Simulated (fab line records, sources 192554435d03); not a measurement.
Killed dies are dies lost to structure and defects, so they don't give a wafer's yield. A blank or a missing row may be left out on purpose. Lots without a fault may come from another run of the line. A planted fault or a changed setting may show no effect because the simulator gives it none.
A struck lot beside a sound one | flow n5_finfet | 36 steps out of a route of 1938
Sound: wafers L619.3, L619.5, L619.6. Struck: wafers L607.1, L607.2, L607.3. The cause comes at the end.
At each step with rows: each side's tool, then ch and its chambers, then its first start. Under that, the readings that differ: sound wafers | struck wafers | difference of the means | sigmas: that difference in standard deviations of wafers without a fault.
alike: readings whose means differ by less than 2 such deviations, and words and numbers that are the same on both sides. not compared: withheld readings, readings that some wafer has no value for, bounds like >300 that may hide the same value, and numbers for which the record gives no deviation and whose values overlap.
The two part at a step that has a row with sigmas, a row that says differs or no value, or rows on one side only. Numbers that don't overlap but have no deviation are shown without sigmas and don't part them. A reading that every wafer of one side lacks parts them only if that side has two wafers or more.

first, 8 steps without rows for these wafers: N5_BEOL_M1_ECD_50 (material Cu, target thk 300 nm); N5_BEOL_M1_ANNEAL_51 (time 90 s); N5_BEOL_M1_CMP_52 (polishes, stops on SiOC, t overpolish 6.8 s, target thk 40 nm); N5_BEOL_M1_PRE_CLEAN_60 (time 15 s); N5_BEOL_M1_CO_CAP_55 (material Co, precursor CCTBA/H2, target thk 2 nm, time 102.1 s); N5_BEOL_M1_PRE_CLEAN_56 (time 15 s); N5_BEOL_M1_DEP_57 (deposits SiCN from 3MS/NH3, target thk 8 nm, time 14 s); N5_BEOL_M2_ILD_DEP_00 (deposits SiOC from DEMS/O2, target thk 79 nm, time 15.3 s).
N5_BEOL_M2_PECVD_72: deposits SiO2 from TEOS/O2, target thk 16 nm, time 18 s.
  sound on pecvd-02 ch 0,2, day 12 02:07; struck on pecvd-04 ch 0,1,2, day 9 03:49
  no value came back on the struck wafers for any of 5 readings (chamber_pressure_Torr (Torr), heater_power_outer_w (W) and others); on the sound wafers chamber_pressure_Torr (Torr) reads 5.482 5.512 5.496
then, 25 steps without rows for these wafers: N5_BEOL_M2_HM_DEP_02 (deposits TiN, target thk 20 nm); N5_BEOL_M2_COAT_61 (time 60 s, resist thk 60 nm); N5_BEOL_M2_COAT_62 (time 60 s, resist thk 12 nm); N5_BEOL_M2_COAT_73 (time 60 s, resist thk 5 nm); N5_BEOL_M2_COAT_05 (resist thk 30 nm); N5_BEOL_M2_EBR_07; N5_BEOL_M2_SOFTBAKE_06 (time 60 s); N5_BEOL_M2_EXPOSE_08 (exposes mask M2); N5_BEOL_M2_PEB_09 (peb time 60 s); N5_BEOL_M2_DEVELOP_10 (develop time 30 s); N5_BEOL_M2_DESCUM_16 (chemistry O2, time 7 s); N5_BEOL_M2_ETCH_74 (etches underlayer in N2/H2, target depth 6.5 nm, time 5.2 s); N5_BEOL_M2_ETCH_63 (etches SiARC in CF4, target depth 15.6 nm, time 26 s); N5_BEOL_M2_ETCH_64 (etches SOC in N2/H2, target depth 75 nm, overetch 22.5 nm, time 121.9 s); N5_BEOL_M2_STRIP_65 (strips in N2/H2); N5_BEOL_M2_STRIP_75 (strips in N2/H2); N5_BEOL_M2_STRIP_66 (strips in CF4); N5_BEOL_M2_HM_OPEN_17 (chemistry Cl2/BCl3, target TiN, target depth 20 nm, overetch 6 nm); N5_BEOL_M2_STRIP_19 (strips in O2); N5_BEOL_M2_COAT_67 (time 60 s, resist thk 60 nm); N5_BEOL_M2_COAT_68 (time 60 s, resist thk 12 nm); N5_BEOL_M2_COAT_76 (time 60 s, resist thk 5 nm); N5_BEOL_M2_COAT_22 (resist thk 30 nm); N5_BEOL_M2_EBR_24; N5_BEOL_M2_SOFTBAKE_23 (time 60 s).
-- the record jumps here: 2 days lie between the struck wafers' starts before and after (it left off in module BEOL_M2 and takes up again in module BEOL_M4, whose first step shown is number 1111 of the route) --
N5_BEOL_M4_RC_MEAS_101:
  sound on prober-01 ch 0, day 14 12:37; struck on prober-01 ch 0, day 11 05:05
  alike: DIBL_N, DIBL_P, IOFF_N, IOFF_P, ION_N, ION_P, SS_N, SS_P, VT_N, VT_P
-- the record jumps here: 5 days lie between the struck wafers' starts before and after (it left off in module BEOL_M4 and takes up again in module PASSIVATION, whose first step shown is number 1936 of the route) --
N5_PASSIVATION_PROBE_49:
  sound on prober-01, day 19 10:31; struck on prober-02, day 16 04:25
  reading                  | sound          | struck         | difference | sigmas
  defect_limited_yield (%) | 92.1 91.9 89.8 | 62.1 63.6 64.4 | -27.9      | -20
  killed_at_M0_to_M3       | 15 31 42       | 396 365 379    | +351       | +35
  killed_dies              | 93 96 120      | 447 430 420    | +329       | +21
  killed_on_rim            | 12 12 16       | 120 115 19     | +71        | +17
  sort_bin_5_function (%)  | 4.7 5.2 4.9    | 34.9 31.8 32.7 | +28.2      | +31
  sort_n_pass              | 1087 1084 1060 | 733 750 760    | -329       | -19
  sort_yield_pct (%)       | 92.1 91.9 89.8 | 62.1 63.6 64.4 | -27.9      | -19
  alike: killed_at_M4_up, killed_at_contacts, killed_at_front_end, killed_at_other, killed_open, killed_short, sort_bin_6_memory, sort_bin_8_speed

WHERE THEY PART
First at N5_BEOL_M2_PECVD_72; last, within this record, at N5_PASSIVATION_PROBE_49.

WHY: what the simulator had put in
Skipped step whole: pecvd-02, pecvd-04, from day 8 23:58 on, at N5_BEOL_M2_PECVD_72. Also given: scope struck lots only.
